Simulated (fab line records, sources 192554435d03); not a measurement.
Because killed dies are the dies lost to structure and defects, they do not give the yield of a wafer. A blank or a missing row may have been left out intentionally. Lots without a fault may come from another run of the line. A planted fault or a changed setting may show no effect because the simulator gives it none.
Matching of chambers ; flow n5 finfet ; N5_GATE_CUT_DESCUM_18 on rie diel-04 has 4 sister chambers
The step chemistry O2, time 7 s. 4 wafers are shown with their chamber, then 10 later ones without.

WAFERS PAIRED WITH THEIR CHAMBERS
wafer;chamber;drypump motor current A (A)
L089.1;1;5.4
L089.4;0;5.4
L092.2;2;5.7
L092.4;3;5.4

WAFERS WITHOUT THEIR CHAMBER
wafer;drypump motor current A (A)
L092.6;5.7
L093.2;5.7
L093.5;5.4
L093.6;5.5
L094.1;5.7
L094.4;5.4
L094.6;5.7
L095.1;5.7
L095.3;5.3
L095.4;5.7

EACH ONE'S CHAMBER
wafer;from the rows above;in truth
L092.6;2;2
L093.2;2;2
L093.5;can't be placed: 0 or 1 or 3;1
L093.6;can't be placed: 0 or 1 or 3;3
L094.1;2;2
L094.4;can't be placed: 0 or 1 or 3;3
L094.6;2;2
L095.1;2;2
L095.3;can't be placed: 0 or 1 or 3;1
L095.4;2;2
Correctly placed: 6 of 10. Not placeable from these rows: 4 (in 4, the candidates include the true chamber). Placed wrongly: 0.
How it was worked out, from the rows above alone: a wafer's distance from a chamber is the root of the sum, over the readings, of the square of ((its reading less the chamber's mean) divided by the reading's scatter). The wafer belongs to the nearest chamber; if the next one is less than 2 further off, it can't be placed. The mean given for a chamber averages the wafers shown for that chamber. The scatter (one wafer shown for each chamber): square how far every hidden wafer sits from the nearest shown wafer, average those squares and take the square root.
